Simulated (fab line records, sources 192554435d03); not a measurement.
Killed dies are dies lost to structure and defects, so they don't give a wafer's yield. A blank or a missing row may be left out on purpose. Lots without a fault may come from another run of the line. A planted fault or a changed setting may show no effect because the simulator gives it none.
Problem report in the 8D (eight disciplines) form, filled by code | flow n5_finfet | the parts of the form that need people (team, actions taken, sign-off) are left out

1. THE PROBLEM
cd_nm at N5_BEOL_M7_CD_MEAS_11 reads a mean of 32.8 nm on 6 wafers of 2 lots; wafers without a fault read 38.5 nm with a standard deviation of 0.38. That is -15 standard deviations from the usual mean.
The step: target cd 38.5 nm.
First seen on wafer L926.3, day 15 04:48, on cd_sem-02. The record holds 21 wafers of 7 lots with a number at this step. Rule for "out", or "out of limits": more than 4 standard deviations from the usual mean. The other wafers with a number count as sound.

2. WHAT IT IS AND WHAT IT IS NOT
question                    | is                     | is not
which readings at this step | cd_nm                  | -
which lots                  | L926, L930             | L913, L918, L924, L929, L936
which wafers of those lots  | all that have a number | -
read on which gauges        | cd_sem-02, cd_sem-03   | cd_sem-01
when                        | from day 15 04:48      | up to then (6 sound wafers); but 9 sound wafers of L918, L929, L936 came after

3. SUSPECTS, AND WHAT RULES EACH OUT
Counting: a tool at a process step up to the reading stays a suspect if it ran every lot that is out and no sound lot after the first of them.
- the gauge at N5_BEOL_M7_CD_MEAS_11: ruled out. The wafers that are out were read on 2 gauges (cd_sem-02, cd_sem-03).
- pecvd-03 at N5_BEOL_M6_DEP_56 (deposits SiCN from 3MS/NH3, target thk 10 nm, time 17.5 s): kept. It ran every lot that is out, first L926 (day 15 01:02), and no sound lot after that; its last sound lot up to then is L913 (day 10 15:11).
- arfi_scanner-03 at N5_BEOL_M7_EXPOSE_08 (exposes mask M7): kept. It ran every lot that is out, first L926 (day 15 04:41), and no sound lot after that; its last sound lot up to then is L924 (day 14 05:11). Its own readings are out on those wafers: exposure_dose_mJ_cm2.
Left after counting: pecvd-03 at N5_BEOL_M6_DEP_56, arfi_scanner-03 at N5_BEOL_M7_EXPOSE_08.

4. THE CAUSE (what the simulator had put in)
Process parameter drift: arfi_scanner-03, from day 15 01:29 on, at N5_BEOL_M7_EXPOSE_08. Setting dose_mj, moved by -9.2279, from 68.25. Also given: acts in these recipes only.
Counting left 2 suspects, and this tool is among them.

5. THE CHAIN OF EFFECTS, in route order
Each row: a reading whose mean over the struck wafers that have a number lies more than 3 standard deviations from the usual. Only readings for which the record gives a usual standard deviation are gone through. hours: the time from each lot's start at the first step in this table that gives one to its start at this step, as a median over the lots. sigmas: the change in usual standard deviations.
hours | step                    | reading              | usual       | on struck wafers | change | sigmas
0     | N5_BEOL_M7_EXPOSE_08    | exposure_dose_mJ_cm2 | 68.19       | 59.82            | -8.37  | -99 or more
0     | N5_BEOL_M7_CD_MEAS_11   | cd_nm                | 38.5 nm     | 32.8             | -5.7   | -15
1     | N5_BEOL_M7_CD_MEAS_18   | cd_nm                | 40.1 nm     | 34.5             | -5.6   | -13
2     | N5_BEOL_M7_CD_MEAS_35   | cd_nm                | 40.0 nm     | 34.4             | -5.6   | -12
67    | N5_BEOL_M15_RC_MEAS_101 | SERP_M7              | 13.8 ohm/um | 18.2             | +4.4   | +9.8
67    | N5_BEOL_M15_RC_MEAS_101 | SERP_M7_max_site     | 14.4 ohm/um | 19.1             | +4.7   | +9.7
The process steps in it:
- N5_BEOL_M7_EXPOSE_08: exposes mask M7.

6. WHAT WOULD HAVE CAUGHT IT SOONER
In this record the first reading out of limits at a measuring or inspecting step was taken at day 15 04:48, 3 hours after the fault began at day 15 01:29.
The tool's own readings at N5_BEOL_M7_EXPOSE_08 were out on every struck wafer that the step has a row for (exposure_dose_mJ_cm2): an alarm limit on them would have fired on the first of those.
Of the lots that are out (2), L930 began N5_BEOL_M7_EXPOSE_08 on arfi_scanner-03 after day 15 04:48. A hold on the tool at that time would have spared it.
